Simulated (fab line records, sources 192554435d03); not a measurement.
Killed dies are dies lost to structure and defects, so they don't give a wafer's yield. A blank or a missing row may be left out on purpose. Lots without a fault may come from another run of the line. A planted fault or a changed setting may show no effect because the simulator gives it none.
A struck lot beside a sound one | flow n5_finfet | 24 steps out of a route of 1938
Sound: wafers L569.3, L569.5, L569.6. Struck: wafers L554.2, L554.5, L554.6. The cause comes at the end.
At each step with rows: each side's tool, then ch and its chambers, then its first start. Under that, the readings that differ: sound wafers | struck wafers | difference of the means | sigmas: that difference in standard deviations of wafers without a fault.
alike: readings whose means differ by less than 2 such deviations, and words and numbers that are the same on both sides. not compared: withheld readings, readings that some wafer has no value for, bounds like >300 that may hide the same value, and numbers for which the record gives no deviation and whose values overlap.
The two part at a step that has a row with sigmas, a row that says differs or no value, or rows on one side only. Numbers that don't overlap but have no deviation are shown without sigmas and don't part them. A reading that every wafer of one side lacks parts them only if that side has two wafers or more.

first, 11 steps without rows for these wafers: N5_HKMG_FIN_WET_ETCH_78 (etches Al2O3 in dNH4OH, stops on La2O3, target depth 4.5 nm, rinse time 30 s); N5_HKMG_FIN_ALD_79 (deposits TiN, target thk 1.5 nm, pulse time 1 s, purge time 3 s); N5_HKMG_FIN_CVD_62 (deposits a-Si from Si2H6, target thk 3 nm, time 20.8 s); N5_HKMG_FIN_RTA_80 (time 2 s); N5_HKMG_FIN_PRECLEAN_64 (cleans in dHF, time 30 s); N5_HKMG_FIN_WET_ETCH_65 (etches a-Si in TMAH, stops on TiN, time 49 s, target depth 3 nm); N5_HKMG_FIN_WET_ETCH_81 (etches TiN in SC1, stops on HfO2, time 57 s, target depth 6 nm); N5_HKMG_FIN_WET_ETCH_82 (etches La2O3 in dHCl, stops on HfO2, target depth 2 nm, rinse time 30 s); N5_HKMG_FIN_ALD_36 (deposits TiN, target thk 1 nm, pulse time 1 s, purge time 3 s); N5_HKMG_FIN_PWFM_ALD_03 (deposits TiN, target thk 2 nm, pulse time 1 s, purge time 3 s); N5_HKMG_FIN_COAT_29 (time 60 s, resist thk 300 nm).
N5_HKMG_FIN_COAT_30: time 60 s, resist thk 35 nm.
  sound on litho_track-02 ch 0, day 9 14:37; struck on litho_track-05 ch 0, day 6 01:31
  reading                                     | sound                | struck               | difference | sigmas
  spin_speed_rpm (rpm)                        | 1500.5 1500.8 1500.6 | 1355.0 1353.4 1353.1 | -146.8     | -99 or more
  model.SiARC_of_HKMG_FIN_COAT_30.thk_nm (nm) | 35 35 35             | 37 36.8 36.8         | +2         |
  alike: heater_power_total_W
then, 7 steps without rows for these wafers: N5_HKMG_FIN_COAT_06 (resist thk 90 nm); N5_HKMG_FIN_EBR_08; N5_HKMG_FIN_SOFTBAKE_07 (time 60 s); N5_HKMG_FIN_EXPOSE_09 (exposes mask NWFM); N5_HKMG_FIN_PEB_10 (peb time 60 s); N5_HKMG_FIN_DEVELOP_11 (develop time 30 s); N5_HKMG_FIN_DESCUM_17 (chemistry O2, time 7.9 s).
N5_HKMG_FIN_ETCH_31: etches SiARC in CF4, target depth 45.5 nm, time 75.8 s.
  sound on rie_diel-03 ch 0,1,2, day 9 15:20; struck on rie_diel-03 ch 2,3, day 6 01:53
  reading                                       | sound             | struck            | difference | sigmas
  etch_rf_on_time_s (s)                         | 77.0 76.7 74.9    | 78.9 79.2 81.5    | +3.7       | +3
  model.etch.depth_nm (nm)                      | 34.92 35.09 34.98 | 36.95 36.89 36.82 | +1.89      |
  model.CAR-ArF_of_HKMG_FIN_COAT_06.thk_nm (nm) | 51 51 51          | 49.2 49.2 49.4    | -1.7       |
  alike: drypump_motor_current_A, oes_product_au, rf_vpp_V, showerhead_plenum_p_Torr, throttle_valve_pct
  not compared: rf_hours_counter_h
N5_HKMG_FIN_ETCH_32: etches SOC in N2/H2, target depth 240 nm, time 300 s.
  sound on rie_diel-03 ch 0,1,2, day 9 15:23; struck on rie_diel-03 ch 2,3, day 6 01:57
  reading                                     | sound          | struck         | difference | sigmas
  model.SiARC_of_HKMG_FIN_COAT_30.thk_nm (nm) | 21.4 21.2 20.6 | 23.2 23.2 23.4 | +2.2       |
  alike: drypump_motor_current_A, oes_product_au, rf_vpp_V, showerhead_plenum_p_Torr, throttle_valve_pct
  not compared: rf_hours_counter_h
then, 1 step without rows for these wafers: N5_HKMG_FIN_STRIP_33 (strips in N2/H2).
-- the record jumps here: 4 days lie between the struck wafers' starts before and after (it left off in module HKMG_FIN and takes up again in module BEOL_M4, whose first step shown is number 1111 of the route) --
N5_BEOL_M4_RC_MEAS_101:
  sound on prober-02 ch 0, day 13 23:31; struck on prober-01 ch 0, day 10 08:31
  alike: DIBL_N, DIBL_P, IOFF_N, IOFF_P, ION_N, ION_P, SS_N, SS_P, VT_N, VT_P
-- the record jumps here: 4 days lie between the struck wafers' starts before and after (it left off in module BEOL_M4 and takes up again in module PASSIVATION, whose first step shown is number 1936 of the route) --
N5_PASSIVATION_PROBE_49:
  the record has rows for the struck wafers here (prober-01, day 14 17:13) and none for the sound ones

WHERE THEY PART
First at N5_HKMG_FIN_COAT_30; last, within this record, at N5_PASSIVATION_PROBE_49.

WHY: what the simulator had put in
Process parameter drift: litho_track-05, from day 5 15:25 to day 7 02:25, at N5_HKMG_FIN_COAT_30. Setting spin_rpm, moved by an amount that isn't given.
